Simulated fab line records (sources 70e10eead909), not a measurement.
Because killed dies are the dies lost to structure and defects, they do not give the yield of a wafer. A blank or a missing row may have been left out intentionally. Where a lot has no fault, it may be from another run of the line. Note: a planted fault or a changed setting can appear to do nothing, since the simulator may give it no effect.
Struck lot and sound lot, side by side + flow nand_harc + 43 steps out of a route of 1302
Sound: these wafers, L753.2, L753.4, L753.6. The struck wafers were L766.3, L766.4, L766.5. The cause is named last.
Each step with rows lists, per side, the tool, then ch with its chambers, then its first start. Under that, the readings that differ: sound wafers + struck wafers + difference of the means + sigmas: that difference in standard deviations of wafers without a fault.
alike: readings whose means differ by less than 2 such deviations, and words and numbers that are the same on both sides. not compared: withheld readings, readings that some wafer has no value for, bounds like >300 that may hide the same value, and numbers for which the record gives no deviation and whose values overlap.
The two part at a step that has a row with sigmas, a row that says differs or no value, or rows on one side only. Numbers that don't overlap but have no deviation are shown without sigmas and don't part them. A reading that every wafer of one side lacks parts them only if that side has two wafers or more.

first, 1 step without rows for these wafers: NHARC_P_STI_ANNEAL_34 (time 1800 s).
NHARC_P_STI_CMP_21: polishes, t overpolish 20 s, target thk 380.67 nm.
  sound on cmp-04 ch 0,2, day 3 15:25; struck on cmp-02 ch 1,2, day 9 00:16
  alike: motor_current_A, overpolish_run_s
then, 7 steps without rows for these wafers: NHARC_P_STI_SRD_35; NHARC_P_STI_ETCH_36 (etches SiO2 in dHF, target depth 38.8 nm); NHARC_P_STI_STRIP_24 (strips Si3N4 in H3PO4); NHARC_P_STI_ETCH_37 (etches SiO2 in dHF, target depth 11 nm); NHARC_P_STI_PRECLEAN_38 (cleans in SC1); NHARC_P_STI_SRD_39; NHARC_P_STI_OXIDE_40 (material SiO2, target thk 10 nm, ox time 1362 s).
NHARC_P_STI_INSPECT_25:
  sound on defect_inspect-01 at day 3 20:31; struck on defect_inspect-02 at day 9 08:53
  alike: raw_defect_count
then, 1 step without rows for these wafers: NHARC_P_GATE_ETCH_69 (etches SiO2 in dHF, target depth 14 nm).
NHARC_P_GATE_PRECLEAN_70: cleans in SC1.
  sound on wet_bench-07 ch 2,3,5, day 3 20:39; struck on wet_bench-07 ch 1,5,6, day 9 09:01
  alike: bath_guard_temp_C, bath_heat_duty_pct, nh4oh_flow_mL_min
then, 10 steps without rows for these wafers: NHARC_P_GATE_SRD_01; NHARC_P_GATE_OXIDE_02 (material SiO2, target thk 37.5 nm, ox time 365 s); NHARC_P_GATE_DEHYDRATE_03 (time 120 s); NHARC_P_GATE_HMDS_04 (time 30 s); NHARC_P_GATE_COAT_05; NHARC_P_GATE_SOFTBAKE_06 (time 95 s); NHARC_P_GATE_EBR_07; NHARC_P_GATE_EXPOSE_08 (exposes mask P HV); NHARC_P_GATE_PEB_09 (peb time 85 s); NHARC_P_GATE_DEVELOP_10 (time 70 s).
NHARC_P_GATE_CD_MEAS_11 targets a cd of 1640 nm.
  sound on cd_sem-03 ch 0, day 4 05:06; struck on cd_sem-03 ch 0, day 9 19:41
  alike: cd_nm
then, 1 step without rows for these wafers: NHARC_P_GATE_HARDBAKE_12 (time 80 s).
NHARC_P_GATE_DESCUM_13: chemistry O2, time 3 s.
  sound on rie_diel-11 ch 0,1,2, day 4 05:17; struck on rie_diel-04 ch 0,1,3, day 9 19:52
  alike: drypump_motor_current_A, oes_product_au, rf_vpp_V, showerhead_plenum_p_Torr, throttle_valve_pct
  not compared: rf_hours_counter_h
then, 6 steps without rows for these wafers: NHARC_P_GATE_ETCH_14 (etches SiO2 in dHF, target depth 48.8 nm); NHARC_P_GATE_STRIP_15 (strips in SPM, time 780 s); NHARC_P_GATE_PRECLEAN_71 (cleans in SC1); NHARC_P_GATE_SRD_72; NHARC_P_GATE_OXIDE_16 (material SiO2, target thk 3 nm, ox time 392 s); NHARC_P_GATE_CVD_17 (deposits poly-Si, target thk 150 nm, time 900 s).
NHARC_P_GATE_HM_DEP_102: deposits aC, target thk 120 nm.
  sound on acl_dep-02 ch 0, day 4 17:45; struck on acl_dep-02 ch 0, day 10 09:40
  alike: throttle_valve_pct
NHARC_P_GATE_DEP_103: deposits SiON, target thk 30 nm.
  sound on pecvd-03 ch 0,1, day 4 18:19; struck on pecvd-02 ch 1,2, day 10 10:10
  alike: heater_power_outer_w, heater_power_w
then, 8 steps without rows for these wafers: NHARC_P_GATE_DEHYDRATE_18 (time 120 s); NHARC_P_GATE_HMDS_19 (time 30 s); NHARC_P_GATE_COAT_20 (resist thk 90 nm); NHARC_P_GATE_SOFTBAKE_21 (time 55 s); NHARC_P_GATE_EBR_22; NHARC_P_GATE_EXPOSE_23 (exposes mask P GATE, target cd 120 nm); NHARC_P_GATE_PEB_24 (peb time 65 s); NHARC_P_GATE_DEVELOP_25 (develop time 35 s).
NHARC_P_GATE_INSPECT_28:
  sound on defect_inspect-01 at day 4 19:07; struck on defect_inspect-02 at day 10 10:56
| reading          | sound  | struck   | difference | sigmas |
|------------------|--------|----------|------------|--------|
| raw_defect_count | 6 12 7 | 29 37 30 | +24        | +8     |
-- the record jumps here: 20 days lie between the struck wafers' starts before and after (it left off in module P_GATE and takes up again in module END, whose first step shown is number 1302 of the route) --
NHARC_END_SORT_01:
  the record has rows for the struck wafers here (prober-01 ch 0, day 30 02:14) and none for the sound ones

WHERE THEY PART
At NHARC_P_GATE_INSPECT_28 first; at NHARC_END_SORT_01 last (within this record only).

WHY: what the simulator had put in
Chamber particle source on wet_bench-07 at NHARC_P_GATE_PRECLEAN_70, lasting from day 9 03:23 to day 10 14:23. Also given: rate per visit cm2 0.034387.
